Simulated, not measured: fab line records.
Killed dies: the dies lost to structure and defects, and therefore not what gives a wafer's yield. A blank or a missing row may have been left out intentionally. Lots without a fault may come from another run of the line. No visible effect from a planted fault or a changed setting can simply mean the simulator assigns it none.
Problem report, 8D (eight disciplines) form, completed by code + flow nand harc + the parts of the form that need people (team, actions taken, sign-off) are left out

== 1. THE ISSUE ==
raw defect count at NHARC_A_SOURCE_PLATE_INSPECT_08 reads a mean of 439 on 1 wafer of 1 lot; wafers without a fault read 53 with a standard deviation of 21. Measured from the usual mean, that is +18 standard deviations.
The first sign was on wafer L917.5 at day 11 07:58, on defect inspect-01. The record has a number at this step for 36 wafers belonging to 12 lots. Rule for "out" (also "out of limits"): further than 4 standard deviations from the usual mean. The rest of the wafers with a number are treated as sound.

== 2. WHAT IT IS AND WHAT IT IS NOT ==
| question                    | is                | is not                                                                                                              |
|-----------------------------|-------------------|---------------------------------------------------------------------------------------------------------------------|
| which readings at this step | raw defect count  | -                                                                                                                   |
| which lots                  | L917              | L908, L909, L921, L923, L924, L925, L927, L928, L929, L930, L931                                                    |
| which wafers of those lots  | L917.5            | L917.2, L917.6                                                                                                      |
| read on which gauges        | defect inspect-01 | defect inspect-02                                                                                                   |
| when                        | from day 11 07:58 | up to then (8 sound wafers); but 27 sound wafers of L921, L923, L924, L925, L927, L928, L929, L930, L931 came after |

== 3. WHAT RULES OUT EACH SUSPECT ==
Counting: a tool at a process step up to the reading stays a suspect if it ran every lot that is out. Sound lots after the first of them don't rule it out here, since some wafers of a struck lot are sound.
- the gauge at NHARC_A_SOURCE_PLATE_INSPECT_08: kept. All the wafers that are out were read on defect inspect-01, and no step on other tools shows them out.
- rie diel-07 at NHARC_A_ZERO_WELL_ETCH_19 (etches the open film in N2/H2, target depth 80 nm, overetch 24 nm, time 87.88 s): kept. It ran the lot that is out, L917 (day 10 10:05).
- rtp anneal-01 at NHARC_A_ZERO_WELL_RTA_16 (time 10 s): kept. It ran the lot that is out, L917 (day 10 11:08); its last sound lot up to then is L908 (day 7 00:50).
- wet bench-05 at NHARC_A_SOURCE_PLATE_PRECLEAN_00 (cleans in HF-LAST, time 60 s): kept. It ran the lot that is out, L917 (day 10 11:21); its last sound lot up to then is L909 (day 7 00:28).
Left after counting: rie diel-07 at NHARC_A_ZERO_WELL_ETCH_19, rtp anneal-01 at NHARC_A_ZERO_WELL_RTA_16, wet bench-05 at NHARC_A_SOURCE_PLATE_PRECLEAN_00, defect inspect-01 at NHARC_A_SOURCE_PLATE_INSPECT_08.

== 4. THE CAUSE (what the simulator had put in) ==
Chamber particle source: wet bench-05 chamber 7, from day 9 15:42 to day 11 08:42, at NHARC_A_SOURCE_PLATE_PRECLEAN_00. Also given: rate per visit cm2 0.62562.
After counting, 4 suspects remain, this tool included.

== 5. SEQUENCE OF EFFECTS, ordered by route ==
One row per reading whose mean, taken over the struck wafers that have a number, lies over 3 standard deviations from the usual. Readings are gone through only where the record gives a usual standard deviation; hours: the median, over the lots, of the time from a lot's start at the first step in this table giving one to that lot's start at this step; sigmas: the change measured in usual standard deviations.
| hours | step                            | reading          | usual | on struck wafers | change | sigmas |
|-------|---------------------------------|------------------|-------|------------------|--------|--------|
| 0     | NHARC_A_SOURCE_PLATE_INSPECT_08 | raw defect count | 53    | 439              | +386   | +18    |
Later measuring or inspecting steps at which every struck wafer that the step has a row for has a number for every such reading, and none has moved that far: NHARC_END_SORT_01.

== 6. HOW IT WOULD HAVE BEEN CAUGHT EARLIER ==
The first out-of-limits reading at a measuring or inspecting step in this record came at day 11 07:58, 40 hours after the fault's start at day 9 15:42.
Lots out: 1; all had begun NHARC_A_SOURCE_PLATE_PRECLEAN_00 on wet bench-05 by day 11 07:58. A hold on the tool at that time would have spared none of them.
